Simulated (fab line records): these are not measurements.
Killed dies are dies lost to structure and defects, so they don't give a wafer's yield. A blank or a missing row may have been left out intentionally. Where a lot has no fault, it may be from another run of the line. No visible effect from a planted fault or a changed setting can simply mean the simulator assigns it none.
A lot that was struck, set against a sound lot | flow nandHarc | 41 steps out of a route of 1302
Sound: wafers L965.3, L965.4, L965.5. Wafers struck: L976.3, L976.5, L976.6. Last of all comes the cause.
For every step that has rows: the tool of each side, followed by ch and its chambers, followed by its first start. Under that, the readings that differ: sound wafers | struck wafers | difference of the means | sigmas: that difference in standard deviations of wafers without a fault.
alike: same words and numbers on both sides, and readings whose means sit less than 2 such deviations apart. not compared: any withheld reading, any reading some wafer has no value for, any bound like >300 that may hide the same value, and any number with overlapping values for which the record gives no deviation.
Wherever a step has rows on one side only, a row that says differs or no value, or a row with sigmas, the two part there. Non-overlapping numbers with no deviation appear without sigmas and do not part them. A reading missing from all wafers of one side parts the sides only when that side holds two or more wafers.

first, 7 steps without rows for these wafers: NHARC_A_SGD_CUT_COAT_57 (time 65 s); NHARC_A_SGD_CUT_COAT_03 (resist thk 90 nm); NHARC_A_SGD_CUT_SOFTBAKE_04 (time 55 s); NHARC_A_SGD_CUT_EBR_05; NHARC_A_SGD_CUT_EXPOSE_06 (exposes mask SGD); NHARC_A_SGD_CUT_PEB_07 (peb time 65 s); NHARC_A_SGD_CUT_DEVELOP_08 (develop time 35 s).
NHARC_A_SGD_CUT_CD_MEAS_09: target cd 100 nm.
  sound on cdSem-03 ch 0, day 18 12:59; struck on cdSem-02 ch 0, day 23 21:35
  alike: cdNm
NHARC_A_SGD_CUT_OVL_MEAS_10:
  sound on overlay-02, day 18 13:05; struck on overlay-01, day 23 21:41
  alike: overlayXNm, overlayYNm
NHARC_A_SGD_CUT_INSPECT_11:
  sound on defectInspect-02, day 18 13:07; struck on defectInspect-02, day 23 21:43
  alike: rawDefectCount
NHARC_A_SGD_CUT_DESCUM_14: chemistry O2, time 3 s.
  sound on rieDiel-12 ch 0,1,2, day 18 13:10; struck on rieDiel-12 ch 0,2,3, day 23 21:47
  alike: drypumpMotorCurrentA, o2FlowSccm, oesProductAu, rfVppV, showerheadPlenumPTorr, throttleValvePct
  not compared: rfHoursCounterH
then, 1 step without rows for these wafers: NHARC_A_SGD_CUT_ETCH_58 (etches the open film in CF4, target depth 39 nm, time 65 s).
NHARC_A_SGD_CUT_ETCH_59: etches the open film in N2/H2, target depth 260 nm, time 406.25 s.
  sound on rieDiel-12 ch 1,2,3, day 18 13:21; struck on rieDiel-12 ch 0,2,3, day 23 22:02
  alike: drypumpMotorCurrentA, oesProductAu, rfVppV, showerheadPlenumPTorr, throttleValvePct
  not compared: rfHoursCounterH
then, 3 steps without rows for these wafers: NHARC_A_SGD_CUT_ETCH_15 (etches the open film in CH3F/O2, target depth 75 nm, time 64.3 s); NHARC_A_SGD_CUT_ETCH_16 (etches the open film in C4F8/O2/Ar, target depth 310.5 nm, time 155.2 s); NHARC_A_SGD_CUT_STRIP_60 (strips in C4F8/O2/Ar).
NHARC_A_SGD_CUT_STRIP_17: strips in O2.
  sound on rieDiel-12 ch 0,1; struck on rieDiel-12 ch 0,1
  alike: drypumpMotorCurrentA, o2FlowSccm, oesProductAu, rfVppV, showerheadPlenumPTorr, throttleValvePct
  not compared: rfHoursCounterH
then, 4 steps without rows for these wafers: NHARC_A_SGD_CUT_PRECLEAN_18 (cleans in SC1); NHARC_A_SGD_CUT_SRD_19; NHARC_A_SGD_CUT_DEP_20 (deposits SiO2, target thk 150 nm); NHARC_A_SGD_CUT_ANNEAL_27 (time 1800 s).
NHARC_A_SGD_CUT_CMP_21: polishes, target thk 148.19 nm.
  sound on cmp-04 ch 1,3, day 18 19:22; struck on cmp-04 ch 1,2, day 24 05:28
  alike: motorCurrentA, timeToEndpointS
NHARC_A_SGD_CUT_THK_MEAS_22: measures by ellipsometry.
  sound on filmMetro-02, day 18 19:35; struck on filmMetro-02, day 24 05:41
  alike: thkNm
then, 4 steps without rows for these wafers: NHARC_A_SGD_CUT_SRD_23; NHARC_A_SGD_CUT_ETCH_26 (etches SiO2 in dHF, target depth 45.8 nm); NHARC_A_SGD_CUT_ETCHBACK_24 (etches the open film in CH3F/O2, target depth 50 nm, time 92.857 s); NHARC_A_SGD_CUT_STRIP_28 (strips in O2, time 20 s).
NHARC_A_SLIT_DEP_25: deposits SiO2, target thk 200 nm.
  sound on pecvd-01 ch 0,1, day 18 20:07; struck on pecvd-02 ch 0,1,2, day 24 06:19
  alike: heaterPowerW, susceptorTempC, throttleValvePct
then, 1 step without rows for these wafers: NHARC_A_SLIT_DEP_00 (deposits aC, target thk 6200 nm).
NHARC_A_SLIT_DEP_23: deposits SiON, target thk 100 nm.
  sound on pecvd-02 ch 0,1, day 19 00:13; struck on pecvd-01 ch 0,1, day 24 12:47
  alike: heaterPowerW, susceptorTempC
then, 8 steps without rows for these wafers: NHARC_A_SLIT_DEHYDRATE_01 (time 120 s); NHARC_A_SLIT_HMDS_02 (time 30 s); NHARC_A_SLIT_COAT_03 (resist thk 90 nm); NHARC_A_SLIT_SOFTBAKE_04 (time 55 s); NHARC_A_SLIT_EBR_05; NHARC_A_SLIT_EXPOSE_06 (exposes mask SLIT); NHARC_A_SLIT_PEB_07 (peb time 65 s); NHARC_A_SLIT_DEVELOP_08 (develop time 35 s).
NHARC_A_SLIT_CD_MEAS_09: target cd 300 nm.
  sound on cdSem-01 ch 0, day 19 00:53; struck on cdSem-02 ch 0, day 24 13:26
reading   | sound             | struck            | difference | sigmas
cdNm (nm) | 300.9 300.8 300.9 | 299.9 299.5 299.6 | -1.2       | -3
NHARC_A_SLIT_OVL_MEAS_10:
  sound on overlay-01, day 19 00:59; struck on overlay-02, day 24 13:31
  alike: overlayXNm, overlayYNm
-- record jumps: 5 days between struck wafers' starts before vs after; left off in module A_SLIT, resumes in module END, first step shown is number 1302 of the route --
NHARC_END_SORT_01:
  sound on prober-02 ch 0, day 23 20:46; struck on prober-01 ch 0, day 29 06:58
reading       | sound    | struck      | difference | sigmas
killedAtArray | 44 52 44 | 110 146 156 | +91        | +4
killedDies    | 46 54 51 | 117 154 165 | +95        | +5
  alike: killedAtOther, killedAtPeriphery, killedOpen, killedShort

== WHERE THEY PART ==
Earliest at NHARC_A_SLIT_CD_MEAS_09; latest, in this record, at NHARC_END_SORT_01.

WHY: the cause the simulator had injected
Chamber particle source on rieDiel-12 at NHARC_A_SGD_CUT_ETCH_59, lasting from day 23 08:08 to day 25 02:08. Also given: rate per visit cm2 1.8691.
